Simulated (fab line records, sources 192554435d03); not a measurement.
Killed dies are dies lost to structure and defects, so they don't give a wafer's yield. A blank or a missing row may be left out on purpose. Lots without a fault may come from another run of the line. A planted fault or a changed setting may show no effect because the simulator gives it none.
Which tool did it? | flow n5_finfet | 24 lots, 72 wafers sampled, at 6 steps of a route of 1938

WHAT THE GAUGES READ, wafer by wafer
N5_BEOL_M7_CD_MEAS_35: target cd 40 nm. Usual: cd_nm 39.6 nm, standard deviation 0.81.
lot  | measured     | on        | cd_nm (nm)     | flag
L075 | day 8 19:32  | cd_sem-02 | 39.4 39.3 39.8 |
L074 | day 9 03:38  | cd_sem-03 | 40.0 40.2 39.2 |
L076 | day 9 15:13  | cd_sem-01 | 39.4 39.8 40.0 |
L077 | day 9 17:07  | cd_sem-01 | 39.5 38.9 39.9 |
L079 | day 9 23:49  | cd_sem-01 | 42.2 39.2 39.9 |
L078 | day 10 05:26 | cd_sem-03 | 40.6 39.2 39.9 |
L080 | day 10 08:16 | cd_sem-03 | 39.9 38.1 40.8 |
L081 | day 10 10:07 | cd_sem-02 | 40.1 39.6 38.6 |
L082 | day 10 18:01 | cd_sem-02 | 39.9 38.2 39.8 |
L083 | day 10 23:05 | cd_sem-02 | 39.2 37.3 38.5 |
L084 | day 11 15:28 | cd_sem-03 | 38.1 39.5 38.7 |
L087 | day 12 07:48 | cd_sem-02 | 40.0 41.0 39.3 |
L085 | day 12 11:43 | cd_sem-03 | 39.2 39.7 39.3 |
L086 | day 12 10:47 | cd_sem-02 | 39.5 39.1 38.3 |
L088 | day 13 06:08 | cd_sem-01 | 39.6 40.4 39.5 |
L089 | day 13 06:22 | cd_sem-03 | 39.8 39.1 39.1 |
L091 | day 13 06:46 | cd_sem-01 | 39.9 40.9 40.0 |
L090 | day 13 08:21 | cd_sem-02 | 39.4 38.8 40.4 |
L092 | day 13 09:08 | cd_sem-01 | 39.6 38.0 38.5 |
L093 | day 13 09:34 | cd_sem-02 | 39.6 39.8 38.7 |
L094 | day 13 13:42 | cd_sem-03 | 39.9 41.0 40.7 |
L095 | day 14 10:49 | cd_sem-03 | 39.9 40.6 41.9 |
L096 | day 14 14:04 | cd_sem-01 | 40.3 40.3 40.6 |
L097 | day 15 05:38 | cd_sem-01 | 39.7 38.5 39.4 |

N5_BEOL_M8_CD_MEAS_11: target cd 38.5 nm. Usual: cd_nm 38.4 nm, standard deviation 0.61.
lot  | measured     | on        | cd_nm (nm)     | flag
L075 | day 9 01:46  | cd_sem-02 | 39.2 38.5 39.2 |
L074 | day 9 08:04  | cd_sem-02 | 38.1 37.8 38.4 |
L076 | day 9 20:17  | cd_sem-02 | 37.6 37.1 37.1 |
L077 | day 9 21:16  | cd_sem-03 | 39.7 38.3 37.9 |
L079 | day 10 04:14 | cd_sem-03 | 38.3 38.5 38.3 |
L078 | day 10 10:45 | cd_sem-02 | 37.3 37.3 37.5 |
L080 | day 10 13:11 | cd_sem-01 | 38.5 38.8 38.7 |
L081 | day 10 13:59 | cd_sem-03 | 39.2 38.8 38.9 |
L082 | day 10 23:37 | cd_sem-03 | 37.2 38.3 37.7 |
L083 | day 11 03:03 | cd_sem-02 | 38.5 38.1 38.4 |
L084 | day 11 21:47 | cd_sem-03 | 37.6 38.5 37.5 |
L087 | day 12 14:34 | cd_sem-02 | 37.7 38.3 38.1 |
L085 | day 12 22:04 | cd_sem-01 | 37.9 39.1 38.8 |
L086 | day 12 16:42 | cd_sem-02 | 39.2 39.1 37.9 |
L088 | day 13 11:14 | cd_sem-02 | 37.6 38.0 38.6 |
L089 | day 13 11:24 | cd_sem-01 | 38.1 39.7 38.4 |
L091 | day 13 11:37 | cd_sem-01 | 39.7 39.4 38.4 |
L090 | day 13 12:14 | cd_sem-01 | 38.7 39.4 38.3 |
L092 | day 13 14:02 | cd_sem-02 | 37.7 38.8 38.6 |
L093 | day 13 14:13 | cd_sem-03 | 38.8 38.2 37.9 |
L094 | day 13 17:14 | cd_sem-03 | 38.8 39.4 38.8 |
L095 | day 14 19:32 | cd_sem-02 | 38.3 38.6 38.6 |
L096 | day 14 19:47 | cd_sem-03 | 38.7 39.1 38.3 |
L097 | day 15 09:47 | cd_sem-01 | 38.8 38.5 38.1 |

N5_BEOL_M8_CD_MEAS_18: pitch 80 nm, target cd 40 nm. Usual: cd_nm 40.0 nm, standard deviation 0.72.
lot  | measured     | on        | cd_nm (nm)     | flag
L075 | day 9 02:19  | cd_sem-01 | 40.0 39.8 40.9 |
L074 | day 9 08:52  | cd_sem-03 | 40.0 40.2 40.0 |
L076 | day 9 20:50  | cd_sem-01 | 39.0 38.9 39.2 |
L077 | day 9 21:49  | cd_sem-02 | 40.6 39.8 39.8 |
L079 | day 10 04:47 | cd_sem-02 | 39.6 40.6 40.6 |
L078 | day 10 11:26 | cd_sem-02 | 39.2 37.5 39.8 |
L080 | day 10 13:46 | cd_sem-03 | 40.9 40.5 40.0 |
L081 | day 10 14:52 | cd_sem-01 | 40.7 41.2 40.7 |
L082 | day 11 00:10 | cd_sem-02 | 39.1 39.7 39.6 |
L083 | day 11 03:49 | cd_sem-03 | 40.2 39.9 39.9 |
L084 | day 11 22:20 | cd_sem-03 | 39.6 39.7 38.7 |
L087 | day 12 15:07 | cd_sem-01 | 39.0 39.1 39.4 |
L085 | day 12 22:37 | cd_sem-02 | 40.4 40.7 40.2 |
L086 | day 12 17:15 | cd_sem-03 | 40.5 40.9 38.5 |
L088 | day 13 11:49 | cd_sem-02 | 39.6 39.8 39.6 |
L089 | day 13 11:57 | cd_sem-01 | 39.4 41.3 39.6 |
L091 | day 13 12:09 | cd_sem-02 | 40.9 40.8 40.5 |
L090 | day 13 12:50 | cd_sem-02 | 40.4 41.1 39.8 |
L092 | day 13 14:35 | cd_sem-02 | 39.6 40.2 40.5 |
L093 | day 13 14:49 | cd_sem-03 | 41.2 39.3 39.0 |
L094 | day 13 17:47 | cd_sem-01 | 40.1 40.8 39.9 |
L095 | day 14 20:05 | cd_sem-02 | 39.3 39.4 40.2 |
L096 | day 14 20:37 | cd_sem-03 | 39.9 41.7 39.9 |
L097 | day 15 10:23 | cd_sem-03 | 40.2 40.7 39.4 |

WHICH TOOL RAN EACH LOT (tool, then ch and the chambers of the sampled wafers, then the start)
lot  | N5_BEOL_M7_CURE_74            | N5_BEOL_M7_STRIP_67                | N5_BEOL_M7_HM_OPEN_17
L075 | uv_cure-01 ch 1, day 8 14:10  | rie_diel-01 ch 0,2,3, day 8 16:30  | rie_metal-03 ch 0,1, day 8 16:34
L074 | uv_cure-03 ch 1, day 8 21:21  | rie_diel-06 ch 0,1,2, day 9 01:07  | rie_metal-01 ch 0,1, day 9 01:10
L076 | uv_cure-01 ch 1, day 9 10:07  | rie_diel-01 ch 1,2,3, day 9 12:41  | rie_metal-01 ch 0, day 9 12:44
L077 | uv_cure-03 ch 2, day 9 12:55  | rie_diel-06 ch 1,2,3, day 9 15:46  | rie_metal-01 ch 0,1, day 9 15:50
L079 | uv_cure-01 ch 1, day 9 20:10  | rie_diel-06 ch 1,2,3, day 9 21:45  | rie_metal-03 ch 0,1, day 9 21:47
L078 | uv_cure-01 ch 2, day 10 02:35 | rie_diel-06 ch 0,1,3, day 10 03:54 | rie_metal-02 ch 1, day 10 03:56
L080 | uv_cure-02 ch 1, day 10 03:26 | rie_diel-06 ch 1,2, day 10 05:12   | rie_metal-02 ch 1, day 10 05:16
L081 | uv_cure-01 ch 0, day 10 05:38 | rie_diel-01 ch 0,2,3, day 10 08:38 | rie_metal-03 ch 0,1, day 10 08:40
L082 | uv_cure-01 ch 1, day 10 14:28 | rie_diel-02 ch 0,1,2, day 10 15:55 | rie_metal-03 ch 0,1, day 10 15:57
L083 | uv_cure-03 ch 0, day 10 18:57 | rie_diel-02 ch 0,2,3, day 10 20:40 | rie_metal-03 ch 0,1, day 10 20:42
L084 | uv_cure-02 ch 2, day 11 09:13 | rie_diel-06 ch 0,1, day 11 12:10   | rie_metal-01 ch 0, day 11 12:13
L087 | uv_cure-02 ch 0, day 12 03:00 | rie_diel-02 ch 0,1, day 12 05:47   | rie_metal-03 ch 0,1, day 12 05:52
L085 | uv_cure-02 ch 0, day 12 07:15 | rie_diel-02 ch 0,1, day 12 10:08   | rie_metal-01 ch 0,1, day 12 10:11
L086 | uv_cure-03 ch 2, day 12 07:27 | rie_diel-01 ch 2,3, day 12 09:16   | rie_metal-03 ch 0, day 12 09:19
L088 | uv_cure-01 ch 1, day 13 02:52 | rie_diel-02 ch 0,3, day 13 04:38   | rie_metal-03 ch 0,1, day 13 04:41
L089 | uv_cure-03 ch 2, day 13 03:18 | rie_diel-01 ch 0,2, day 13 04:55   | rie_metal-01 ch 0,1, day 13 04:59
L091 | uv_cure-02 ch 0, day 13 03:34 | rie_diel-06 ch 0,2, day 13 05:20   | rie_metal-01 ch 0,1, day 13 05:22
L090 | uv_cure-01 ch 2, day 13 05:41 | rie_diel-06 ch 0,1,2, day 13 07:07 | rie_metal-03 ch 0,1, day 13 07:09
L092 | uv_cure-02 ch 0, day 13 05:58 | rie_diel-02 ch 0,2, day 13 07:46   | rie_metal-03 ch 1, day 13 07:48
L093 | uv_cure-01 ch 0, day 13 06:29 | rie_diel-02 ch 0,1,3, day 13 08:12 | rie_metal-03 ch 0,1, day 13 08:15
L094 | uv_cure-01 ch 2, day 13 10:39 | rie_diel-06 ch 0,2,3, day 13 12:18 | rie_metal-01 ch 1, day 13 12:21
L095 | uv_cure-01 ch 1, day 14 04:40 | rie_diel-01 ch 0,1,3, day 14 06:59 | rie_metal-02 ch 0,1, day 14 07:02
L096 | uv_cure-03 ch 2, day 14 08:10 | rie_diel-06 ch 1,2, day 14 11:47   | rie_metal-02 ch 0,1, day 14 11:52
L097 | uv_cure-03 ch 1, day 14 22:15 | rie_diel-01 ch 1,2,3, day 15 02:04 | rie_metal-02 ch 1, day 15 02:07
- N5_BEOL_M7_CURE_74: cures SiCOH lowk, time 240 s.
- N5_BEOL_M7_STRIP_67: strips in CF4.
- N5_BEOL_M7_HM_OPEN_17: chemistry Cl2/BCl3, target TiN, target depth 20 nm, overetch 6 nm.

WHAT THE TOOLS THEMSELVES READ (means of the sampled wafers that have a number; where no wafer has one, the mark that the record gives instead)
N5_BEOL_M7_CURE_74. Usual: lamp_power_pct 52.31 %, standard deviation 0.05; wafer_temp_C_max 386.8, standard deviation 0.82.
lot  | tool       | lamp_power_pct (%) | wafer_temp_C_max | flag
L075 | uv_cure-01 | 52.31              | 386.8            |
L074 | uv_cure-03 | 52.33              | 388.8            |
L076 | uv_cure-01 | 52.31              | 386.4            |
L077 | uv_cure-03 | 52.33              | 388.0            |
L079 | uv_cure-01 | 52.35              | 386.9            |
L078 | uv_cure-01 | 52.29              | 386.5            |
L080 | uv_cure-02 | 52.34              | 386.3            |
L081 | uv_cure-01 | 52.28              | 386.5            |
L082 | uv_cure-01 | 52.28              | 386.3            |
L083 | uv_cure-03 | 52.35              | 387.2            |
L084 | uv_cure-02 | 52.28              | 386.5            |
L087 | uv_cure-02 | 52.32              | 386.0            |
L085 | uv_cure-02 | 52.27              | 386.0            |
L086 | uv_cure-03 | 52.33              | 387.6            |
L088 | uv_cure-01 | 52.35              | 386.4            |
L089 | uv_cure-03 | 52.28              | 388.2            |
L091 | uv_cure-02 | 52.32              | 385.9            |
L090 | uv_cure-01 | 52.29              | 386.3            |
L092 | uv_cure-02 | 52.31              | 386.2            |
L093 | uv_cure-01 | 52.29              | 386.5            |
L094 | uv_cure-01 | 52.31              | 386.7            |
L095 | uv_cure-01 | 52.29              | 386.3            |
L096 | uv_cure-03 | 52.24              | 387.5            |
L097 | uv_cure-03 | 52.28              | 388.2            |

N5_BEOL_M7_STRIP_67. Usual: drypump_motor_current_A 5.5 A, standard deviation 0.35; oes_product_au 0.78 a.u., standard deviation 0.093; rf_vpp_V 271.5 V, standard deviation 1.3; showerhead_plenum_p_Torr 1.80 Torr, standard deviation 0.042; throttle_valve_pct 13.66 %, standard deviation 0.29.
lot  | tool        | drypump_motor_current_A (A) | oes_product_au (a.u.) | rf_vpp_V (V) | showerhead_plenum_p_Torr (Torr) | throttle_valve_pct (%) | flag
L075 | rie_diel-01 | 5.4                         | 0.75                  | 271.8        | 1.79                            | 13.88                  |
L074 | rie_diel-06 | 5.4                         | 0.76                  | 273.2        | 1.83                            | 13.55                  |
L076 | rie_diel-01 | 5.5                         | 0.72                  | 272.2        | 1.79                            | 13.86                  |
L077 | rie_diel-06 | 5.3                         | 0.75                  | 270.8        | 1.79                            | 13.84                  |
L079 | rie_diel-06 | 5.3                         | 0.74                  | 271.7        | 1.79                            | 13.84                  |
L078 | rie_diel-06 | 5.4                         | 0.70                  | 272.4        | 1.80                            | 13.87                  |
L080 | rie_diel-06 | 5.4                         | 0.79                  | 271.9        | 1.81                            | 13.55                  |
L081 | rie_diel-01 | 5.4                         | 0.75                  | 270.6        | 1.79                            | 13.90                  |
L082 | rie_diel-02 | 5.8                         | 0.84                  | 271.8        | 1.81                            | 13.42                  |
L083 | rie_diel-02 | 5.7                         | 0.83                  | 271.6        | 1.80                            | 13.55                  |
L084 | rie_diel-06 | 5.7                         | 0.70                  | 272.3        | 1.85                            | 13.77                  |
L087 | rie_diel-02 | 5.9                         | 0.75                  | 270.8        | 1.79                            | 13.61                  |
L085 | rie_diel-02 | 5.8                         | 0.79                  | 271.4        | 1.82                            | 13.63                  |
L086 | rie_diel-01 | 5.6                         | 0.69                  | 270.8        | 1.75                            | 13.99                  |
L088 | rie_diel-02 | 5.8                         | 0.87                  | 270.9        | 1.81                            | 13.55                  |
L089 | rie_diel-01 | 5.7                         | 0.74                  | 270.6        | 1.77                            | 13.93                  |
L091 | rie_diel-06 | 5.1                         | 0.78                  | 272.4        | 1.80                            | 13.45                  |
L090 | rie_diel-06 | 5.4                         | 0.73                  | 271.4        | 1.82                            | 13.62                  |
L092 | rie_diel-02 | 5.8                         | 0.86                  | 270.9        | 1.83                            | 13.46                  |
L093 | rie_diel-02 | 5.8                         | 0.82                  | 270.6        | 1.79                            | 13.55                  |
L094 | rie_diel-06 | 5.1                         | 0.84                  | 272.7        | 1.85                            | 13.55                  |
L095 | rie_diel-01 | 5.3                         | 0.82                  | 270.3        | 1.81                            | 13.70                  |
L096 | rie_diel-06 | 5.4                         | 0.85                  | 271.9        | 1.80                            | 13.44                  |
L097 | rie_diel-01 | 5.5                         | 0.87                  | 271.4        | 1.78                            | 13.59                  |

N5_BEOL_M7_HM_OPEN_17. Usual: bcl3_flow_sccm 21.75 sccm, standard deviation 0.069; drypump_motor_current_A 5.6 A, standard deviation 0.55; oes_product_au 0.67 a.u., standard deviation 0.081; throttle_valve_pct 22.1 %, standard deviation 0.35.
lot  | tool         | bcl3_flow_sccm (sccm) | drypump_motor_current_A (A) | oes_product_au (a.u.) | throttle_valve_pct (%) | flag
L075 | rie_metal-03 | 21.73                 | 5.7                         | 0.74                  | 21.8                   |
L074 | rie_metal-01 | 21.72                 | 6.1                         | 0.69                  | 22.1                   |
L076 | rie_metal-01 | 21.86                 | 5.1                         | 0.56                  | 22.6                   |
L077 | rie_metal-01 | 21.76                 | 6.1                         | 0.68                  | 22.1                   |
L079 | rie_metal-03 | 21.81                 | 5.7                         | 0.74                  | 22.1                   |
L078 | rie_metal-02 | 21.72                 | 5.0                         | 0.57                  | 21.8                   |
L080 | rie_metal-02 | 21.77                 | 5.0                         | 0.57                  | 21.8                   |
L081 | rie_metal-03 | 21.77                 | 5.8                         | 0.72                  | 21.9                   |
L082 | rie_metal-03 | 21.75                 | 5.7                         | 0.73                  | 21.8                   |
L083 | rie_metal-03 | 21.81                 | 5.8                         | 0.72                  | 21.8                   |
L084 | rie_metal-01 | 21.66                 | 5.0                         | 0.55                  | 22.6                   |
L087 | rie_metal-03 | 21.74                 | 5.7                         | 0.71                  | 21.8                   |
L085 | rie_metal-01 | 21.70                 | 6.1                         | 0.67                  | 22.1                   |
L086 | rie_metal-03 | 21.80                 | 5.9                         | 0.69                  | 21.6                   |
L088 | rie_metal-03 | 21.77                 | 5.6                         | 0.72                  | 22.1                   |
L089 | rie_metal-01 | 21.73                 | 5.5                         | 0.61                  | 22.4                   |
L091 | rie_metal-01 | 21.73                 | 6.1                         | 0.66                  | 22.1                   |
L090 | rie_metal-03 | 21.70                 | 5.6                         | 0.72                  | 22.1                   |
L092 | rie_metal-03 | 21.71                 | 5.5                         | 0.73                  | 22.3                   |
L093 | rie_metal-03 | 21.71                 | 5.8                         | 0.70                  | 21.9                   |
L094 | rie_metal-01 | 21.72                 | 6.6                         | 0.71                  | 22.0                   |
L095 | rie_metal-02 | 21.80                 | 5.3                         | 0.63                  | 22.0                   |
L096 | rie_metal-02 | 21.78                 | 5.2                         | 0.58                  | 21.9                   |
L097 | rie_metal-02 | 21.76                 | 5.0                         | 0.55                  | 21.8                   |

THE ANSWER, worked out from the rows above alone
Rule: a lot is off if the mean of its wafers that have a number lies more than 3 standard deviations from the usual mean. A lot without any number at a reading at which 4 lots or more have one is off too. The other lots that the step has rows for count as sound. The gauges are gone through in route order, then the tools' own readings, and for those a lot's mean is taken as printed above. The first step at which some lot is off is used, and at that step the reading that is off furthest; a lot without a number counts as furthest.
No lot is off at any reading shown: from this, nothing can be told.

WHAT THE SIMULATOR HAD PUT IN
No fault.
